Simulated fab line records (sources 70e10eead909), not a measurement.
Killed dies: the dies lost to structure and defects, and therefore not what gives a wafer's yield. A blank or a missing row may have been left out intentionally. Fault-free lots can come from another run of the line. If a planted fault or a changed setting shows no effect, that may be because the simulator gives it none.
Which of the tools did it?	flow nand-harc	39 wafers sampled from 13 lots at 1 step of a route of 1159

WHAT THE GAUGES READ, wafer by wafer
NHARC_A_CHANNEL_HOLE_D1_INSPECT_12.
lot	measured	on	raw-defect-count
L258	day 8 18:38	defect-inspect-01	3 7 8
L260	day 9 00:41	defect-inspect-01	4 2 2
L257	day 9 01:49	defect-inspect-02	6 4 4
L259	day 9 01:52	defect-inspect-02	10 2 5
L264	day 9 20:10	defect-inspect-02	4 3 2
L270	day 11 11:40	defect-inspect-02	3 2 7
L268	day 11 11:50	defect-inspect-01	7 3 5
L271	day 11 13:53	defect-inspect-02	5 1 3
L273	day 12 17:17	defect-inspect-02	8 2 12
L277	day 13 02:01	defect-inspect-02	5 6 5
L275	day 13 02:11	defect-inspect-02	7 9 5
L276	day 13 04:06	defect-inspect-01	5 6 3
L279	day 13 11:11	defect-inspect-01	4 1 6

WHAT TOOL EACH LOT RAN ON (gives the tool, then ch and the chambers of the sampled wafers, and finally the start)
The record shows no process step preceding these readings.

WHAT THE TOOLS THEMSELVES READ (means of the sampled wafers that have a number; where no wafer has one, the mark that the record gives instead)
The record holds no such reading with a usual standard deviation.

THE ANSWER, worked out from the rows above alone
Rule: the usual values come from the lots themselves. The widest of any qualifying gaps counts: lots, ordered by their means at a reading, are off when they make up no more than a third of the lots, leave a main group of 4 or more, and stand apart from it by 3 or more times the standard deviation of that group's means. If all means in a main group match to the digits the tables above print for the reading, that group is not used. A lot without any number at a reading at which 4 lots or more have one is off too. The other lots that the step has rows for count as sound. Order of review: gauges by route order, followed by the tools' own readings, for which a lot's mean as printed above is used. At the first step where some lot is off, the reading lying furthest off is the one used; lots without a number count as furthest.
Across all readings shown, no lot is off: no conclusion can be drawn from this.

WHAT THE SIMULATOR HAD PUT IN
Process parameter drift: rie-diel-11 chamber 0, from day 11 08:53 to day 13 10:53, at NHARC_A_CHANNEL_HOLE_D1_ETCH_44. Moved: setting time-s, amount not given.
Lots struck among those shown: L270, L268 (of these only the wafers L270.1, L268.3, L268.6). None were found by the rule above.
